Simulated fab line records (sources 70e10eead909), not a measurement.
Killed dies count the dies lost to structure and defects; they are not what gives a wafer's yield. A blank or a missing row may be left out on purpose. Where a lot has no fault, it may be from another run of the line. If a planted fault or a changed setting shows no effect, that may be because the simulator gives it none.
8D (eight disciplines) problem report, filled in by code -- flow nand_harc -- the parts of the form that need people (team, actions taken, sign-off) are left out

## 1. WHAT WENT WRONG
NHARC_A_CONTACT_ETCH_76, oes_product_au: mean 0.864 a.u. over 1 wafer from 1 lot; wafers with no fault: 0.997 a.u., standard deviation 0.0081. That is -16 standard deviations from the usual mean.
The step: etches the open film in N2/H2, target depth 260 nm, time 475.3 s.
First seen on wafer L473.1, day 28 21:35, on rie_diel-01. The record has a number at this step for 39 wafers belonging to 13 lots. The rule behind "out" and "out of limits": a value lying over 4 standard deviations away from the usual mean. Any other wafer with a number is counted as sound.

## 2. WHAT IT IS, AND WHAT IT ISN'T
question,is,is not
which readings at this step,oes_product_au,"chamber_pressure_mTorr, drypump_motor_current_A, h2_flow_sccm, rf_vpp_V, showerhead_plenum_p_Torr, throttle_valve_pct"
which lots,L473,"L457, L458, L459, L460, L461, L462, L464, L468, L476, L477, L479, L480"
which wafers of those lots,L473.1,"L473.3, L473.6"
read on which tools,rie_diel-01,"rie_diel-03, rie_diel-08"
when,from day 28 21:35,"up to then (26 sound wafers); but 12 sound wafers of L476, L477, L479, L480 came after"

## 3. SUSPECTS, AND WHAT RULES EACH OUT
Counting: if a tool at a process step up to the reading ran every lot that is out, it stays a suspect. Sound lots after the first of them don't rule it out here, since some wafers of a struck lot are sound.
- rie_diel-01 at NHARC_A_CONTACT_ETCH_76 (etches the open film in N2/H2, target depth 260 nm, time 475.3 s): kept. It processed L473, the lot that is out, at day 28 21:35, and its most recent sound lot before then was L462 at day 23 15:22. Out on those wafers are its own readings of oes_product_au.
- The sound lot-mates ran in chamber 1 of rie_diel-01 at NHARC_A_CONTACT_ETCH_76, but the wafers that are out ran in chamber 0.
The count leaves rie_diel-01 at NHARC_A_CONTACT_ETCH_76.

## 4. THE CAUSE (what the simulator had put in)
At NHARC_A_CONTACT_ETCH_76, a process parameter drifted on rie_diel-01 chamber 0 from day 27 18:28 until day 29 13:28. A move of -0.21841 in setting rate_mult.
The count eliminated every tool but this one.

## 5. THE CHAIN OF EFFECTS, in route order
One row per reading whose mean, taken over the struck wafers that have a number, lies over 3 standard deviations from the usual. Only readings whose record carries a usual standard deviation are examined. hours: median over the lots of the time between each lot's start at the first step of this table that gives one and its start at this step. sigmas: the change, counted in usual standard deviations.
hours,step,reading,usual,on struck wafers,change,sigmas
0,NHARC_A_CONTACT_ETCH_76,oes_product_au,0.997 a.u.,0.864,-0.133,-16
Process steps it contains:
- NHARC_A_CONTACT_ETCH_76: etches the open film in N2/H2, target depth 260 nm, time 475.3 s.

## 6. HOW IT WOULD HAVE BEEN CAUGHT EARLIER
27 hours passed between the start of the fault at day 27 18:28 and the first reading out of limits in this record, taken at day 28 21:35.
